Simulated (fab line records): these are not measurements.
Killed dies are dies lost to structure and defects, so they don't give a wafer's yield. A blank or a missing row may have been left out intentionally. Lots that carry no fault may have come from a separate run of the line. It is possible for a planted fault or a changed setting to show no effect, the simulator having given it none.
fab line records	flow nand-harc
record: lots: 6	wafers: 18	last-day: 33
route steps=1302 shown P_CONTACT@248 P_M0@253 END@1302
lots untouched by any fault: they come from a run of this same line in which no faults occurred
start-h: hours from the record's first day to the start of the lot's first wafer shown	wait-h: time in hours since the lot's previous step	" unchanged from the row above	L1.1+2: several wafers, shown together as one row	- no value, or no start was given	* or withheld: withheld	< > ~ a bound
route shown NAME@n: names a module that has steps shown in the file, with the first one's number in the route	usual: mean/standard deviation taken from wafers without a fault	same: alike in all rows	chamber/n: place in a boat	sites: each site's reading	_std_site: their standard deviation	_edge_site: the outer-site mean with the inner-site mean subtracted	radius-mm: for every site, how far away it sits from the centre of the wafer	mask NAME#n: copy n	behind: the last tool/chamber to shape the wafer	hold: the reason the lot was held/the length of the hold in hours/how it ended	device: the transistor (n, p or np) that didn't switch	end of line: the same wafers' tests at the end of the route	step lacking rows: just its recipe	killed: count of dies lost to structure and defects at first sort (not the wafer's yield)	map: shows each die of a wafer: x if killed, . if not, _ if none is there
set.NAME: the setting the step ran with; set.NAME@STEP: the setting that earlier step ran with	model.NAME: the simulator's own value behind a step, which no gauge read
a table for each step, a row for each wafer; lots at some steps of the route
services: the hour from which a tool's chamber was out of use, counted from the record's first day as start-h (under 0 if before that day), plus the number of hours and why
== steps ==
step: NHARC_P_CONTACT_CVD_23
recipe: target-thk-a: 2000	temp-c: 300	pressure-torr: 40	wf6-flow-sccm: 40	h2-flow-sccm: 1600	ar-flow-sccm: 1560	time-s: 557	material: W
usual: heater-power-outer-w: 225/20	heater-power-w: 421/31	throttle-valve-pct: 7.80/0.3
lot.wafer	tool	chamber	start-h	wait-h	heater-power-outer-w	heater-power-w	throttle-valve-pct
L622.1	cvd-w-01	0	-	-	202	382	7.66
L622.2	"	1	"	"	219	397	8.12
L622.6	"	1	"	"	224	397	7.90
L624.1	cvd-w-02	1	-	-	257	454	8.12
L624.4	"	1	"	"	255	456	7.97
L624.3	"	0	"	"	212	429	7.07
L627.2	cvd-w-02	1	-	-	253	457	7.79
L627.4	"	0	"	"	212	441	7.23
L627.3	"	1	"	"	245	460	7.92
L629.2	cvd-w-01	1	-	-	229	411	7.93
L629.4	"	1	"	"	228	408	8.10
L629.6	"	1	"	"	231	411	7.90
L642.2	cvd-w-01	0	-	-	202	391	7.82
L642.3	"	0	"	"	201	377	7.51
L642.5	"	1	"	"	232	411	8.07
L643.1	cvd-w-02	0	-	-	219	437	7.61
L643.5	"	0	"	"	229	430	7.72
L643.6	"	1	"	"	257	463	7.73
step: NHARC_P_CONTACT_CMP_24
recipe: t-overpolish-s: 30	target-thk-nm: 200
usual: motor-current-A: 11.9/1	overpolish-run-s: 30.000/0.0092	pad-life-wafers: 215/110	slurry-filter-dp-kPa: 13.51/0.14	time-to-endpoint-s: 38/3.6
lot.wafer	tool	chamber	start-h	wait-h	motor-current-A	overpolish-run-s	pad-life-wafers	slurry-filter-dp-kPa	time-to-endpoint-s
L622.1	cmp-04	2	135.30	0.6	10.1	30.003	104	13.39	38
L622.2	"	3	"	"	14.2	29.989	105	13.27	37
L622.6	"	0	"	"	10.6	29.995	-	13.49	39
L624.3	cmp-04	3	157.05	0.3	13.4	30.005	198	13.53	35
L624.4	"	0	"	"	10.8	29.993	199	13.35	37
L624.1	"	1	"	"	12.6	29.989	200	13.65	43
L627.2	cmp-02	2	187.96	0.5	11.0	30.006	199	13.60	39
L627.3	"	3	"	"	12.5	30.002	200	13.78	37
L627.4	"	0	"	"	12.3	30.003	201	13.58	46
L629.2	cmp-04	0	205.31	0.6	11.4	30.003	390	13.67	35
L629.4	"	2	"	"	10.1	29.985	392	13.45	32
L629.6	"	1	"	"	12.9	29.985	-	13.71	38
L642.2	cmp-02	1	340.65	0.6	13.6	30.004	37	13.59	36
L642.3	"	2	"	"	11.4	29.997	38	13.59	39
L642.5	"	0	"	"	12.0	29.984	-	13.54	41
L643.1	cmp-03	0	347.50	0.6	11.8	30.011	325	13.65	47
L643.5	"	3	"	"	12.1	29.991	-	13.33	40
L643.6	"	0	"	"	10.9	29.991	-	13.09	43
step: NHARC_P_CONTACT_SRD_26
step: NHARC_P_CONTACT_INSPECT_27
usual: raw-defect-count: 312/120
lot.wafer	tool	chamber	start-h	wait-h	raw-defect-count
L622.1	defect-inspect-01	-	135.66	0.1	667
L622.2	"	-	"	"	272
L622.6	"	-	"	"	288
L624.1	defect-inspect-02	-	157.44	0.1	391
L624.3	"	-	"	"	371
L624.4	"	-	"	"	411
L627.2	defect-inspect-01	-	188.35	0.1	266
L627.3	"	-	"	"	162
L627.4	"	-	"	"	182
L629.2	defect-inspect-01	-	205.71	0.1	316
L629.4	"	-	"	"	282
L629.6	"	-	"	"	314
L642.2	defect-inspect-01	-	341.03	0.1	269
L642.3	"	-	"	"	205
L642.5	"	-	"	"	196
L643.1	defect-inspect-02	-	347.88	0.1	542
L643.5	"	-	"	"	409
L643.6	"	-	"	"	295
step: NHARC_P_M0_DEP_00
recipe: target-thk-a: 1500	target-thk-nm: 150	temp-c: withheld	pressure-torr: 5	flow-sccm: 200	rf-w: 600	material: SiOC
step: NHARC_P_M0_DEHYDRATE_01
recipe: temp-c: 150	time-s: 120
step: NHARC_P_M0_HMDS_02
recipe: time-s: 30
step: NHARC_P_M0_COAT_33
recipe: temp-c: 200	time-s: 65
step: NHARC_P_M0_COAT_03
recipe: spin-rpm: 1500	resist-thk-nm: 90
step: NHARC_P_M0_SOFTBAKE_04
recipe: temp-c: 105	time-s: 55
step: NHARC_P_M0_EBR_05
step: NHARC_P_M0_EXPOSE_06
recipe: na: 1.35	target-cd-nm: 90	dose-mj: 81.28	mask-id: P_M0
usual: exposure-dose-mJ-cm2: 81.22/0.076
lot.wafer	tool	chamber	start-h	wait-h	mask	exposure-dose-mJ-cm2
L622.1	arfi-scanner-02	0	136.43	-	P_M0#0	81.26
L622.2	"	0	"	"	P_M0#0	81.21
L622.6	"	0	"	"	P_M0#0	81.24
L624.1	arfi-scanner-03	0	158.31	-	P_M0#0	81.10
L624.3	"	0	"	"	P_M0#0	81.23
L624.4	"	0	"	"	P_M0#0	81.13
L627.2	arfi-scanner-03	0	189.11	-	P_M0#0	129.95
L627.3	"	0	"	"	P_M0#0	129.90
L627.4	"	0	"	"	P_M0#0	129.94
L629.2	arfi-scanner-03	0	206.62	-	P_M0#0	121.78
L629.4	"	0	"	"	P_M0#0	121.93
L629.6	"	0	"	"	P_M0#0	121.87
L642.2	arfi-scanner-01	0	341.67	-	P_M0#0	81.23
L642.3	"	0	"	"	P_M0#0	81.17
L642.5	"	0	"	"	P_M0#0	81.36
L643.1	arfi-scanner-02	0	348.64	-	P_M0#0	81.28
L643.5	"	0	"	"	P_M0#0	81.16
L643.6	"	0	"	"	P_M0#0	81.26
step: NHARC_P_M0_PEB_07
recipe: peb-temp-c: 100	peb-time-s: 65
step: NHARC_P_M0_DEVELOP_08
recipe: develop-time-s: 35	dev-temp-c: 23
step: NHARC_P_M0_CD_MEAS_09
recipe: target-cd-nm: 90	landing-energy-ev: 500
usual: cd-nm: 89.8/0.85
lot.wafer	tool	chamber	start-h	wait-h	cd-nm
L622.1	cd-sem-02	0	136.57	-	89.7
L622.2	"	0	"	"	89.9
L622.6	"	0	"	"	89.5
L624.1	cd-sem-02	0	158.45	-	90.5
L624.3	"	0	"	"	89.5
L624.4	"	0	"	"	88.6
L627.2	cd-sem-02	0	189.25	-	119.9
L627.3	"	0	"	"	119.5
L627.4	"	0	"	"	119.3
L629.2	cd-sem-03	0	206.76	-	114.3
L629.4	"	0	"	"	115.3
L629.6	"	0	"	"	115.9
L642.2	cd-sem-02	0	341.81	-	89.9
L642.3	"	0	"	"	88.8
L642.5	"	0	"	"	90.2
L643.1	cd-sem-03	0	348.77	-	89.7
L643.5	"	0	"	"	88.2
L643.6	"	0	"	"	90.0
step: NHARC_P_M0_OVL_MEAS_10
recipe: pitch-nm: 180
usual: overlay-x-nm: 0.3/0.83	overlay-y-nm: 0.0/0.79
lot.wafer	tool	chamber	start-h	wait-h	overlay-x-nm	overlay-y-nm
L622.1	overlay-02	-	136.66	-	1.0	1.2
L622.2	"	-	"	"	1.0	0.9
L622.6	"	-	"	"	0.8	0.7
L624.1	overlay-02	-	158.54	-	-0.2	-0.6
L624.3	"	-	"	"	0.1	-0.2
L624.4	"	-	"	"	-0.4	0.1
L627.2	overlay-02	-	189.33	-	0.3	0.8
L627.3	"	-	"	"	0.0	0.0
L627.4	"	-	"	"	0.3	-0.2
L629.2	overlay-02	-	206.85	-	1.8	-1.4
L629.4	"	-	"	"	1.7	-1.2
L629.6	"	-	"	"	1.7	-0.5
L642.2	overlay-02	-	341.89	-	1.8	1.3
L642.3	"	-	"	"	1.1	0.6
L642.5	"	-	"	"	0.8	0.6
L643.1	overlay-01	-	348.86	-	-0.4	1.7
L643.5	"	-	"	"	-0.5	1.6
L643.6	"	-	"	"	-0.1	2.2
step: NHARC_P_M0_INSPECT_11
usual: raw-defect-count: 3.8/2.2
lot.wafer	tool	chamber	start-h	wait-h	raw-defect-count
L622.1	defect-inspect-02	-	136.70	0.0	12
L622.2	"	-	"	"	7
L622.6	"	-	"	"	4
L624.1	defect-inspect-02	-	158.58	0.0	6
L624.3	"	-	"	"	2
L624.4	"	-	"	"	2
L627.2	defect-inspect-02	-	189.37	0.0	4
L627.3	"	-	"	"	3
L627.4	"	-	"	"	5
L629.2	defect-inspect-01	-	206.88	0.0	4
L629.4	"	-	"	"	6
L629.6	"	-	"	"	1
L642.2	defect-inspect-02	-	341.93	0.0	5
L642.3	"	-	"	"	3
L642.5	"	-	"	"	2
L643.1	defect-inspect-01	-	348.90	0.0	4
L643.5	"	-	"	"	7
L643.6	"	-	"	"	4
step: NHARC_P_M0_DESCUM_14
recipe: time-s: 3	o2-flow-sccm: 200	ar-flow-sccm: 0	bias-power-w: 0	chemistry: O2
usual: drypump-motor-current-A: 5.9/0.4	oes-product-au: 1.002/0.013	rf-vpp-V: 57.7/1	showerhead-plenum-p-Torr: 1.91/0.088	throttle-valve-pct: 11.311/0.0094
lot.wafer	tool	chamber	start-h	wait-h	drypump-motor-current-A	oes-product-au	rf-hours-counter-h	rf-vpp-V	showerhead-plenum-p-Torr	throttle-valve-pct	model.P_M0.cd-nm
L622.1	rie-diel-02	3	136.79	0.1	5.5	1.000	15	57.9	2.03	11.309	90.02
L622.2	"	1	"	"	5.2	1.019	16	57.7	1.93	11.322	89.01
L622.6	"	3	"	"	5.5	1.004	-	58.6	2.03	11.319	89.72
L624.3	rie-diel-03	2	158.64	0.1	6.0	1.011	11	57.7	1.85	11.312	91.01
L624.1	"	3	"	"	5.9	1.014	13	58.6	2.05	11.295	90.99
L624.4	"	0	"	"	6.2	1.011	16	57.3	1.89	11.305	89.52
L627.2	rie-diel-02	1	189.44	0.1	5.2	1.004	27	57.5	1.92	11.309	119.7
L627.4	"	2	"	"	5.9	0.999	17	57.1	1.84	11.326	118.8
L627.3	"	3	"	"	5.5	1.006	26	57.3	2.02	11.304	119.8
L629.2	rie-diel-03	3	206.95	0.1	5.9	1.017	32	58.5	2.05	11.296	114.8
L629.4	"	1	"	"	6.2	0.991	37	57.1	1.79	11.322	115.6
L629.6	"	2	"	"	6.0	1.016	-	57.2	1.84	11.314	116.9
L642.3	rie-diel-02	1	342.01	0.1	5.2	1.005	21	58.1	1.91	11.311	89.2
L642.2	"	2	"	"	5.9	1.001	22	56.8	1.84	11.316	89.4
L642.5	"	0	"	"	5.5	0.996	-	56.5	1.98	11.302	90.09
L643.1	rie-diel-02	2	349.14	0.2	5.8	1.009	23	56.1	1.84	11.314	89.29
L643.5	"	0	"	"	5.5	0.992	-	58.5	1.98	11.289	88.62
L643.6	"	1	"	"	5.2	1.008	-	58.4	1.91	11.308	90.18
step: NHARC_P_M0_ETCH_34
recipe: target-depth-a: 400	overetch-a: 120	time-s: 43.94	ion-energy-ev: 200	n2-flow-sccm: 150	h2-flow-sccm: 150	ar-flow-sccm: 0	rf-w: 400	bias-w: 150	chemistry: N2/H2
usual: drypump-motor-current-A: 5.9/0.4	oes-product-au: 0.999/0.014	rf-vpp-V: 430.1/2.8	showerhead-plenum-p-Torr: 2.03/0.095	throttle-valve-pct: 14.171/0.0097
lot.wafer	tool	chamber	start-h	wait-h	drypump-motor-current-A	oes-product-au	rf-hours-counter-h	rf-vpp-V	showerhead-plenum-p-Torr	throttle-valve-pct
L622.2	rie-diel-02	0	137.62	0.8	5.5	0.988	16	433.8	2.13	14.180
L622.1	"	1	"	"	5.2	1.003	17	431.3	2.05	14.183
L622.6	"	0	"	"	5.5	0.993	-	433.0	2.13	14.170
L624.1	rie-diel-03	1	158.73	0.1	6.2	0.977	13	427.4	1.91	14.173
L624.4	"	2	"	"	6.0	0.996	11	428.4	1.97	14.173
L624.3	"	3	"	"	5.9	1.014	13	434.6	2.19	14.172
L627.2	rie-diel-02	1	189.52	0.1	5.2	1.011	27	431.8	2.05	14.180
L627.4	"	2	"	"	5.9	0.993	17	426.9	1.96	14.174
L627.3	"	3	"	"	5.5	0.995	26	434.6	2.16	14.157
L629.4	rie-diel-03	1	207.03	0.1	6.2	0.976	37	427.3	1.90	14.161
L629.2	"	3	"	"	5.9	1.005	32	435.1	2.18	14.176
L629.6	"	1	"	"	6.2	0.977	-	426.4	1.90	14.165
L642.3	rie-diel-02	1	342.08	0.1	5.2	0.993	21	430.4	2.04	14.168
L642.2	"	0	"	"	5.5	0.985	20	434.0	2.11	14.173
L642.5	"	2	"	"	5.9	0.995	-	428.5	1.96	14.185
L643.1	rie-diel-02	0	349.22	0.1	5.5	0.977	22	432.1	2.11	14.166
L643.6	"	2	"	"	5.9	0.981	-	428.5	1.96	14.182
L643.5	"	3	"	"	5.5	1.001	-	432.4	2.15	14.176
step: NHARC_P_M0_ETCH_15
recipe: target-depth-a: 1500	overetch-a: 150	time-s: 82.5	c4f8-flow-sccm: withheld	ar-flow-sccm: 400	rf-w: 600	bias-w: 300	chemistry: C4F8/Ar
usual: oes-product-au: 0.958/0.022	rf-vpp-V: 440.8/3
lot.wafer	tool	chamber	start-h	wait-h	oes-product-au	rf-hours-counter-h	rf-vpp-V	model.P_M0.cd-nm
L622.1	rie-diel-02	0	-	-	0.931	16	442.4	89.94
L622.2	"	3	"	"	0.944	16	444.5	88.6
L622.6	"	0	"	"	0.932	-	443.6	89.27
L624.3	rie-diel-03	3	-	-	0.976	13	444.5	91.93
L624.1	"	0	"	"	1.003	16	440.1	91.15
L624.4	"	2	"	"	0.973	11	439.1	89.97
L627.4	rie-diel-02	0	-	-	0.930	26	442.1	118.6
L627.3	"	1	"	"	0.978	27	441.3	120.2
L627.2	"	2	"	"	0.959	17	438.1	119.5
L629.2	rie-diel-03	0	-	-	0.998	35	438.0	115.3
L629.4	"	1	"	"	0.970	37	438.1	115
L629.6	"	3	"	"	0.973	-	444.8	116.5
L642.2	rie-diel-02	1	-	-	0.973	21	440.7	89.2
L642.3	"	2	"	"	0.987	22	437.7	89.26
L642.5	"	0	"	"	0.950	-	442.8	90.49
L643.1	rie-diel-02	2	-	-	0.984	23	438.1	89.12
L643.5	"	3	"	"	0.977	-	443.4	88.4
L643.6	"	0	"	"	0.940	-	443.4	90.53
step: NHARC_P_M0_CD_MEAS_16
usual: cd-nm: 89.8/1.2
lot.wafer	tool	chamber	start-h	wait-h	cd-nm
L622.1	cd-sem-01	-	137.83	-	89.8
L622.2	"	-	"	"	88.7
L622.6	"	-	"	"	89.3
L624.1	cd-sem-01	-	158.93	-	91.0
L624.3	"	-	"	"	91.5
L624.4	"	-	"	"	89.9
L627.2	cd-sem-01	-	189.73	-	119.6
L627.3	"	-	"	"	120.0
L627.4	"	-	"	"	118.5
L629.2	cd-sem-02	-	207.24	-	115.4
L629.4	"	-	"	"	114.6
L629.6	"	-	"	"	116.3
L642.2	cd-sem-03	-	342.30	-	88.9
L642.3	"	-	"	"	89.4
L642.5	"	-	"	"	90.4
L643.1	cd-sem-01	-	349.42	-	89.1
L643.5	"	-	"	"	88.2
L643.6	"	-	"	"	90.6
step: NHARC_END_SORT_01
recipe: temp-c: 25
usual: defect-limited-yield: 90/4.1	killed-at-array: 63/27	killed-at-other: 0.7/1.2	killed-at-periphery: 3.1/2	killed-dies: 67/28	killed-open: 3.0/1.9	killed-short: 2.2/1.5
same: gross-dies: 677
lot.wafer	tool	chamber	start-h	wait-h	defect-limited-yield[%]	killed-at-array	killed-at-other	killed-at-periphery	killed-dies	killed-open	killed-short
L622.1	prober-02	0	576.17	2.5	91	52	2	5	59	3	4
L622.2	prober-02	0	576.97	2.8	92	47	0	7	54	2	1
L622.6	prober-02	0	580.16	4.0	93	43	0	5	48	1	3
L624.1	prober-01	0	589.76	2.5	85	97	0	4	101	2	1
L624.3	prober-01	0	591.34	3.1	87	87	0	2	89	3	2
L624.4	prober-01	0	592.14	3.4	87	90	0	1	91	5	2
L627.2	prober-01	0	623.97	2.8	82	106	0	15	121	8	5
L627.3	prober-01	0	624.76	3.1	81	106	3	18	127	3	0
L627.4	prober-01	0	625.55	3.4	84	92	3	10	105	6	5
L629.2	prober-01	0	654.89	2.8	90	67	1	3	71	3	4
L629.4	prober-01	0	656.49	3.4	90	62	0	7	69	3	5
L629.6	prober-01	0	658.10	4.0	90	62	2	3	67	3	5
L642.2	prober-01	0	782.48	2.8	88	76	0	4	80	7	3
L642.3	prober-01	0	783.28	3.1	90	69	0	0	69	2	2
L642.5	prober-01	0	784.88	3.7	91	56	0	2	58	9	2
killed by level:class
L622.1 A_CHANNEL_HOLE_D2:chamber-film-flake=32 P_STI:chamber-film-flake=4 A_CHANNEL_HOLE_D1:chamber-film-flake=4 A_M1:chamber-film-flake=4 A_CONTACT:chamber-film-flake=3 A_WL_FILL:chamber-film-flake=2 A_ONON_D1:geometric-particle:short=1 A_CHANNEL_FILL_D1:geometric-particle:short=1
L622.2 A_CHANNEL_HOLE_D2:chamber-film-flake=33 A_CONTACT:chamber-film-flake=7 P_STI:chamber-film-flake=5 A_CHANNEL_HOLE_D1:geometric-particle:open=1 A_CHANNEL_FILL_D2:geometric-particle:short=1 A_M0:geometric-particle:open=1 P_GATE:chamber-film-flake=1 P_M1:chamber-film-flake=1
L622.6 A_CHANNEL_HOLE_D2:chamber-film-flake=25 A_CONTACT:chamber-film-flake=7 P_STI:chamber-film-flake=4 A_WL_FILL:chamber-film-flake=3 A_M1:chamber-film-flake=3 P_GATE:geometric-particle:short=1 A_CHANNEL_FILL_D1:geometric-particle:open=1 A_SGD_CUT:geometric-particle:short=1
L624.1 A_CHANNEL_HOLE_D1:chamber-film-flake=31 A_SLIT:chamber-film-flake=31 A_CHANNEL_HOLE_D2:chamber-film-flake=30 P_STI:chamber-film-flake=2 A_STAIRCASE:chamber-film-flake=2 A_CONTACT:chamber-film-flake=2 P_CONTACT:geometric-particle:open=1 P_M2:geometric-particle:open=1
L624.3 A_SLIT:chamber-film-flake=30 A_CHANNEL_HOLE_D1:chamber-film-flake=23 A_CHANNEL_HOLE_D2:chamber-film-flake=22 A_CONTACT:chamber-film-flake=3 A_STAIRCASE:chamber-film-flake=2 P_M0:geometric-particle:short=1 A_ONON_D1:geometric-particle:open=1 A_ONON_D1:geometric-particle:short=1
L624.4 A_SLIT:chamber-film-flake=30 A_CHANNEL_HOLE_D2:chamber-film-flake=29 A_CHANNEL_HOLE_D1:chamber-film-flake=20 A_BLC:geometric-particle:open=2 A_CHANNEL_FILL_D1:chamber-film-flake=2 P_M0:geometric-particle:open=1 A_CHANNEL_HOLE_D1:geometric-particle:short=1 A_CHANNEL_FILL_D1:geometric-particle:open=1
L627.2 A_SLIT:chamber-film-flake=40 A_CHANNEL_HOLE_D1:chamber-film-flake=25 A_CHANNEL_HOLE_D2:chamber-film-flake=20 P_M0:area-expose=11 A_CHANNEL_FILL_D1:chamber-film-flake=3 A_CONTACT:chamber-film-flake=3 A_CHANNEL_FILL_D1:geometric-particle:open=2 A_WL_FILL:geometric-particle:open=2
L627.3 A_SLIT:chamber-film-flake=43 A_CHANNEL_HOLE_D1:chamber-film-flake=26 A_CHANNEL_HOLE_D2:chamber-film-flake=20 P_M0:area-expose=17 A_CONTACT:chamber-film-flake=7 A_WL_FILL:chamber-film-flake=3 THIN_TSV:chamber-film-flake=3 A_STAIRCASE:chamber-film-flake=2
L627.4 A_SLIT:chamber-film-flake=32 A_CHANNEL_HOLE_D2:chamber-film-flake=27 A_CHANNEL_HOLE_D1:chamber-film-flake=16 A_CONTACT:chamber-film-flake=5 P_M0:area-expose=5 A_STAIRCASE:chamber-film-flake=4 THIN_TSV:chamber-film-flake=3 P_GATE:geometric-particle:open=1
L629.2 A_SLIT:chamber-film-flake=26 A_CHANNEL_HOLE_D2:chamber-film-flake=21 A_CHANNEL_HOLE_D1:chamber-film-flake=7 A_CONTACT:chamber-film-flake=4 A_STAIRCASE:chamber-film-flake=3 A_ONON_D2:geometric-particle:short=2 P_GATE:geometric-particle:open=1 A_CHANNEL_FILL_D2:geometric-particle:short=1
L629.4 A_SLIT:chamber-film-flake=29 A_CHANNEL_HOLE_D2:chamber-film-flake=14 A_WL_FILL:geometric-particle:short=4 A_CHANNEL_HOLE_D1:chamber-film-flake=4 P_BONDPAD:chamber-film-flake=3 A_WL_FILL:chamber-film-flake=3 P_ZERO_WELL:chamber-film-flake=2 A_STAIRCASE:chamber-film-flake=2
L629.6 A_SLIT:chamber-film-flake=22 A_CHANNEL_HOLE_D2:chamber-film-flake=21 A_CHANNEL_HOLE_D1:chamber-film-flake=6 A_CONTACT:chamber-film-flake=4 A_DECK1_JOINT:geometric-particle:open=2 THIN_TSV:chamber-film-flake=2 P_M0:area-expose=2 P_GATE:geometric-particle:open=1
L642.2 A_SLIT:chamber-film-flake=28 A_CHANNEL_HOLE_D2:chamber-film-flake=22 A_CONTACT:chamber-film-flake=7 A_CHANNEL_HOLE_D1:chamber-film-flake=4 A_STAIRCASE:chamber-film-flake=4 A_CHANNEL_FILL_D1:geometric-particle:open=2 A_CHANNEL_FILL_D1:geometric-particle:short=2 A_ZERO_WELL:chamber-film-flake=2
L642.3 A_CHANNEL_HOLE_D2:chamber-film-flake=25 A_SLIT:chamber-film-flake=23 A_CONTACT:chamber-film-flake=13 A_CHANNEL_HOLE_D1:chamber-film-flake=2 A_STAIRCASE:chamber-film-flake=2 A_CHANNEL_HOLE_D1:geometric-particle:short=1 A_CHANNEL_FILL_D1:geometric-particle:open=1 A_CHANNEL_FILL_D1:geometric-particle:short=1
L642.5 A_CHANNEL_HOLE_D2:chamber-film-flake=25 A_SLIT:chamber-film-flake=19 A_CHANNEL_FILL_D1:geometric-particle:open=2 A_CHANNEL_FILL_D1:geometric-particle:short=2 P_GATE:geometric-particle:open=1 P_CONTACT:geometric-particle:open=1 A_CHANNEL_HOLE_D1:geometric-particle:open=1 A_ONON_D2:geometric-particle:open=1
map L627.3 (x killed, . not)
____________x____________
_________xx.xxxx_________
_______..xxxxx.x.._______
______..xxxxxx...x.______
_____..x.xxxxxxx...._____
____......xxxx.......____
____.....xxx..x......____
___......xxxxxx..xx...___
___......x...x........___
__........x.x.x........__
__...........x.........__
_......................._
_...........x..........._
_............xx........._
_........xxx..x........._
_..........x.xx.x......._
...........xxxxx......x..
............x.x....x.....
.x.......x.xxxx.xx.......
..........xxxxx.........x
x...........xxxx...x.....
_..........xxxx.x....x.._
_....................x.x_
_......................._
_...........x..........._
_x.....................x_
__.................x...__
__...x...............x.__
___...........x.......___
___.........xx........___
____.................____
____.x..x...x..x.....____
_____x...x..xx......_____
______......xx..xx.______
_______.x.x....x.._______
_________..xx.xx_________
____________x____________
map L629.2 (x killed, . not)
____________.____________
_________......._________
_______..........._______
______.............______
_____............x.._____
____................x____
____.................____
___...................___
___....x..............___
__.....................__
__.....................__
_......................._
_.......xxxxxx...x......_
_.......xxxx.xx........._
_..........xxx.........._
_........xxx.xx........._
..x.....xx.xxxxx.........
..........xxxxx..........
..........xxxx...........
....x....x....x.........x
..........xxxxxxx..x..x..
_............xxx........_
_...x........x.........._
_...x.......x..........._
_......................._
_.....................x._
__.x...................__
__..................x..__
___...........x.......___
___................x..___
____.................____
____..x.......x......____
_____.............x._____
______x............______
_______.....x....._______
_________......._________
____________.____________
== services ==
tool	chamber	start-h	hours	kind
cmp-04	-	111.00	4.0	pm
rie-diel-02	-	112.58	0.3	repair
rie-diel-03	-	123.34	0.4	repair
cmp-02	-	127.95	5.0	repair
cmp-02	-	134.50	4.0	pm
arfi-scanner-02	-	140.00	4.0	pm
cmp-02	-	143.85	1.3	repair
cmp-02	-	149.69	1.4	repair
rie-diel-02	2	151.01	7.0	repair
cmp-04	-	183.58	4.5	repair
cvd-w-01	-	185.00	13.0	pm
arfi-scanner-03	-	196.01	4.0	pm
cmp-04	-	209.00	4.0	pm
rie-diel-02	-	216.74	9.0	pm
rie-diel-03	2	243.85	21.1	repair
rie-diel-02	3	254.99	22.7	repair
cmp-04	-	263.80	6.4	repair
cvd-w-02	-	269.00	13.0	pm
cvd-w-01	-	278.67	0.5	repair
rie-diel-03	-	282.50	9.0	pm
cmp-04	-	290.67	0.9	repair
cmp-04	-	307.00	4.0	pm
cmp-04	-	312.70	2.1	repair
cmp-04	-	332.45	3.1	repair
== key ==
first-sign: step: NHARC_P_M0_EXPOSE_06	reading: exposure-dose-mJ-cm2	direction: up	sigmas: 99+	usual: 81.22	struck: 125.89
effect: step: NHARC_P_M0_CD_MEAS_09	reading: cd-nm	direction: up	sigmas: 32	usual: 89.8	struck: 117.4	through: control-loop
effect: step: NHARC_P_M0_CD_MEAS_16	reading: cd-nm	direction: up	sigmas: 24	usual: 89.8	struck: 117.4	through: control-loop
effect: step: NHARC_END_SORT_01	reading: killed-at-periphery	direction: up	sigmas: 3.1	usual: 3.1	struck: 9.3	wafers-moved: 3
model-effect: step: NHARC_P_M0_DESCUM_14	value: P_M0.cd-nm	without: 90.57	struck: 117.6
model-effect: step: NHARC_P_M0_ETCH_15	value: P_M0.cd-nm	without: 90.48	struck: 117.5
met-at NHARC_P_M0_EXPOSE_06
struck-wafers L627.2,L627.3,L627.4,L629.2,L629.4,L629.6
loop-trim: step: NHARC_P_M0_EXPOSE_06	setting: dose	lots: L629
onset-between 158.31 189.11
fault: kind: process-parameter-drift	tool: arfi-scanner-03	chamber: -	onset-h: 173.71	steps: NHARC_P_M0_EXPOSE_06	channel: dose-mj	offset: 48.644	shape: step	acts-in: these-recipes-only	stated: 81.28
loop-trim: a control loop set the setting to another value than it would have without faults
